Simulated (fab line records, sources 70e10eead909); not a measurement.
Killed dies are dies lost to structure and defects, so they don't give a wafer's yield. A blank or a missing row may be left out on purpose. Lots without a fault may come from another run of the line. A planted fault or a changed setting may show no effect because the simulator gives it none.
Tool commonality check | flow nand_harc | 11 lots, 36 wafers sampled

WHY IT WAS OPENED
At NHARC_P_GATE_CD_MEAS_26 the reading cd_nm is flagged on 1 of 11 lots. Wafers without a fault read 119.9 nm, standard deviation 0.56.
Rule: a lot is flagged when every wafer of it that has a number lies more than 4 standard deviations from that mean, or none has a number. The other lots count as sound.

lot  | measured     | on        | cd_nm (nm), wafer by wafer          | flag
L673 | day 5 09:39  | cd_sem-02 | 118.9 118.8 119.0                   |
L674 | day 5 23:08  | cd_sem-03 | 118.9 119.6 119.4                   |
L675 | day 6 02:11  | cd_sem-03 | 120.3 120.2 120.1                   |
L679 | day 7 21:10  | cd_sem-03 | 119.6 119.6 120.1                   |
L678 | day 7 21:56  | cd_sem-03 | 118.9 118.9 119.3                   |
L680 | day 8 06:51  | cd_sem-02 | 119.8 119.9 120.7                   |
L682 | day 9 02:04  | cd_sem-02 | 119.3 119.0 119.3                   |
L683 | day 9 13:19  | cd_sem-01 | 113.1 112.7 113.6 113.0 112.8 113.6 | FLAGGED
L686 | day 11 00:22 | cd_sem-02 | 120.1 119.8 120.6                   |
L695 | day 14 11:01 | cd_sem-02 | 119.7 119.8 119.2                   |
L694 | day 14 11:22 | cd_sem-03 | 119.5 121.0 120.6                   |
The numbers of the flagged lots are 113.1 nm on average: -6.8 nm against the usual, or -12 standard deviations.

WHICH TOOL RAN EACH LOT
The record holds 3 process steps before the reading, out of a route of 1302 steps. In each cell: the tool, then ch and the chambers that the sampled wafers went through, then the start.
lot  | flag    | NHARC_P_STI_DESCUM_14             | NHARC_P_GATE_DESCUM_13             | NHARC_P_GATE_EXPOSE_23
L673 |         | rie_diel-08 ch 0,1,3, day 3 08:27 | rie_diel-11 ch 2,3, day 4 19:35    | arfi_scanner-03 ch 0, day 5 09:31
L674 |         | rie_diel-10 ch 0,1,2, day 3 17:02 | rie_diel-02 ch 0,1,2, day 5 08:20  | arfi_scanner-01 ch 0, day 5 23:01
L675 |         | rie_diel-08 ch 0,1,3, day 4 01:07 | rie_diel-02 ch 1,2,3, day 5 12:34  | arfi_scanner-03 ch 0, day 6 02:02
L679 |         | rie_diel-10 ch 2,3, day 5 21:11   | rie_diel-06 ch 2,3, day 7 04:16    | arfi_scanner-01 ch 0, day 7 21:01
L678 |         | rie_diel-08 ch 1,2,3, day 5 16:12 | rie_diel-11 ch 1,2,3, day 7 04:27  | arfi_scanner-02 ch 0, day 7 21:48
L680 |         | rie_diel-10 ch 1,2, day 6 03:58   | rie_diel-11 ch 0,3, day 7 16:28    | arfi_scanner-02 ch 0, day 8 06:43
L682 |         | rie_diel-09 ch 0,3, day 6 22:40   | rie_diel-06 ch 0,1, day 8 11:01    | arfi_scanner-02 ch 0, day 9 01:55
L683 | FLAGGED | rie_diel-09 ch 0,1, day 7 09:49   | rie_diel-06 ch 2,3, day 8 23:19    | arfi_scanner-02 ch 0, day 9 13:10
L686 |         | rie_diel-10 ch 0,3, day 8 16:25   | rie_diel-11 ch 0,1,2, day 10 08:32 | arfi_scanner-02 ch 0, day 11 00:14
L695 |         | rie_diel-08 ch 0,3, day 12 05:25  | rie_diel-02 ch 0,2,3, day 13 20:29 | arfi_scanner-01 ch 0, day 14 10:53
L694 |         | rie_diel-09 ch 2,3, day 12 05:26  | rie_diel-11 ch 0,2,3, day 13 20:39 | arfi_scanner-03 ch 0, day 14 11:13
What these steps do:
- NHARC_P_STI_DESCUM_14: chemistry O2, time 3 s.
- NHARC_P_GATE_DESCUM_13: chemistry O2, time 3 s.
- NHARC_P_GATE_EXPOSE_23: exposes mask P GATE, target cd 120 nm.
- NHARC_P_GATE_CD_MEAS_26: target cd 120 nm.

FLAGGED OVER TOTAL, TOOL BY TOOL (the gauges that took the reading come last)
step                    | tool            | lots run | flagged | share of the flagged lots | sound lots run after its first flagged lot
NHARC_P_STI_DESCUM_14   | rie_diel-08     | 4        | 0       | none                      | -
NHARC_P_STI_DESCUM_14   | rie_diel-09     | 3        | 1       | all                       | 1 (L694)
NHARC_P_STI_DESCUM_14   | rie_diel-10     | 4        | 0       | none                      | -
NHARC_P_GATE_DESCUM_13  | rie_diel-02     | 3        | 0       | none                      | -
NHARC_P_GATE_DESCUM_13  | rie_diel-06     | 3        | 1       | all                       | 0
NHARC_P_GATE_DESCUM_13  | rie_diel-11     | 5        | 0       | none                      | -
NHARC_P_GATE_EXPOSE_23  | arfi_scanner-01 | 3        | 0       | none                      | -
NHARC_P_GATE_EXPOSE_23  | arfi_scanner-02 | 5        | 1       | all                       | 1 (L686)
NHARC_P_GATE_EXPOSE_23  | arfi_scanner-03 | 3        | 0       | none                      | -
NHARC_P_GATE_CD_MEAS_26 | cd_sem-01       | 1        | 1       | all                       | 0
NHARC_P_GATE_CD_MEAS_26 | cd_sem-02       | 5        | 0       | none                      | -
NHARC_P_GATE_CD_MEAS_26 | cd_sem-03       | 5        | 0       | none                      | -

WHAT THE TABLE ALLOWS
4 rows of the table ran every flagged lot: rie_diel-09 at NHARC_P_STI_DESCUM_14, rie_diel-06 at NHARC_P_GATE_DESCUM_13, arfi_scanner-02 at NHARC_P_GATE_EXPOSE_23, cd_sem-01 at NHARC_P_GATE_CD_MEAS_26.
- rie_diel-09 at NHARC_P_STI_DESCUM_14: 1 of its 3 lots flagged. Sound lots ran on it after the first flagged one (L694), which a lasting fault on the whole tool wouldn't allow.
- rie_diel-06 at NHARC_P_GATE_DESCUM_13: 1 of its 3 lots flagged. Its last sound lot is L682 (day 8 11:01), its first flagged lot L683 (day 8 23:19): a fault that began between those two fits.
- arfi_scanner-02 at NHARC_P_GATE_EXPOSE_23: 1 of its 5 lots flagged. Sound lots ran on it after the first flagged one (L686), which a lasting fault on the whole tool wouldn't allow.
- cd_sem-01 at NHARC_P_GATE_CD_MEAS_26: 1 of its 1 lot flagged. It ran no sound lot before its first flagged lot in this sample, so the start can't be narrowed down.
Counting lots can't tell these 2 tools apart, because each fits a fault that began at some hour. More lots, or a look at what each step does to the wafer, might.

WHAT THE SIMULATOR HAD PUT IN
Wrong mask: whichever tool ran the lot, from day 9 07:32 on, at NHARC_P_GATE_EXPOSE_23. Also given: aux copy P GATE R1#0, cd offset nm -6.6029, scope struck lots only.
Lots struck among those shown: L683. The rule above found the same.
